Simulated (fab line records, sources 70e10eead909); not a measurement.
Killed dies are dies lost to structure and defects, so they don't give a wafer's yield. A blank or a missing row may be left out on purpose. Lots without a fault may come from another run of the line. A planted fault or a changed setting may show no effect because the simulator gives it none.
A struck lot beside a sound one | flow nand_harc | 14 steps out of a route of 1159
Sound: wafers L947.2, L947.3, L947.5. Struck: wafers L958.1, L958.3, L958.6. The cause comes at the end.
At each step with rows: each side's tool, then ch and its chambers, then its first start. Under that, the readings that differ: sound wafers | struck wafers | difference of the means | sigmas: that difference in standard deviations of wafers without a fault.
alike: readings whose means differ by less than 2 such deviations, and words and numbers that are the same on both sides. not compared: withheld readings, readings that some wafer has no value for, bounds like >300 that may hide the same value, and numbers for which the record gives no deviation and whose values overlap.
The two part at a step that has a row with sigmas, a row that says differs or no value, or rows on one side only. Numbers that don't overlap but have no deviation are shown without sigmas and don't part them. A reading that every wafer of one side lacks parts them only if that side has two wafers or more.

first, 9 steps without rows for these wafers: NHARC_A_STAIRCASE_DEHYDRATE_302 (time 120 s); NHARC_A_STAIRCASE_HMDS_303 (time 30 s); NHARC_A_STAIRCASE_COAT_304; NHARC_A_STAIRCASE_SOFTBAKE_305 (time 170 s); NHARC_A_STAIRCASE_EBR_306; NHARC_A_STAIRCASE_EXPOSE_307 (exposes mask CHOP 50); NHARC_A_STAIRCASE_PEB_308 (peb time 130 s); NHARC_A_STAIRCASE_DEVELOP_309 (time 140 s); NHARC_A_STAIRCASE_HARDBAKE_311 (time 140 s).
NHARC_A_STAIRCASE_DESCUM_312: chemistry O2, time 3 s.
  sound on rie_diel-05 ch 0,2,3, day 12 23:22; struck on rie_diel-02 ch 2,3, day 16 01:24
  alike: drypump_motor_current_A, oes_product_au, rf_vpp_V, showerhead_plenum_p_Torr, throttle_valve_pct
  not compared: rf_hours_counter_h
NHARC_A_STAIRCASE_ETCH_313: etches the open film in CF4/CHF3.
  sound on rie_diel-05 ch 0,2,3, day 12 23:27; struck on rie_diel-02 ch 0,2,3, day 16 01:31
  alike: chf3_flow_sccm, drypump_motor_current_A, oes_product_au, rf_vpp_V, showerhead_plenum_p_Torr, throttle_valve_pct
  not compared: rf_hours_counter_h
NHARC_A_STAIRCASE_HM_OPEN_463: chemistry O2/COS.
  sound on rie_diel-05 ch 0,2,3, day 12 23:36; struck on rie_diel-02 ch 2,3, day 16 01:37
  no value came back on the struck wafers for any of 7 readings (bias_w (W), chamber_pressure_mTorr (mTorr) and others); on the sound wafers bias_w (W) reads 300.1 301.3 299.6
  not compared: rf_hours_counter_h
then, 1 step without rows for these wafers: NHARC_A_STAIRCASE_STRIP_464 (strips in O2/COS).
-- the record jumps here: 8 days lie between the struck wafers' starts before and after (it left off in module A_STAIRCASE and takes up again in module END, whose first step shown is number 1159 of the route) --
NHARC_END_SORT_01:
  the record has rows for the struck wafers here (prober-01 ch 0, day 23 18:34) and none for the sound ones

WHERE THEY PART
First at NHARC_A_STAIRCASE_HM_OPEN_463; last, within this record, at NHARC_END_SORT_01.

WHY: what the simulator had put in
Skipped step whole: rie_diel-02, from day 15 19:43 on, at NHARC_A_STAIRCASE_HM_OPEN_463. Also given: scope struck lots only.
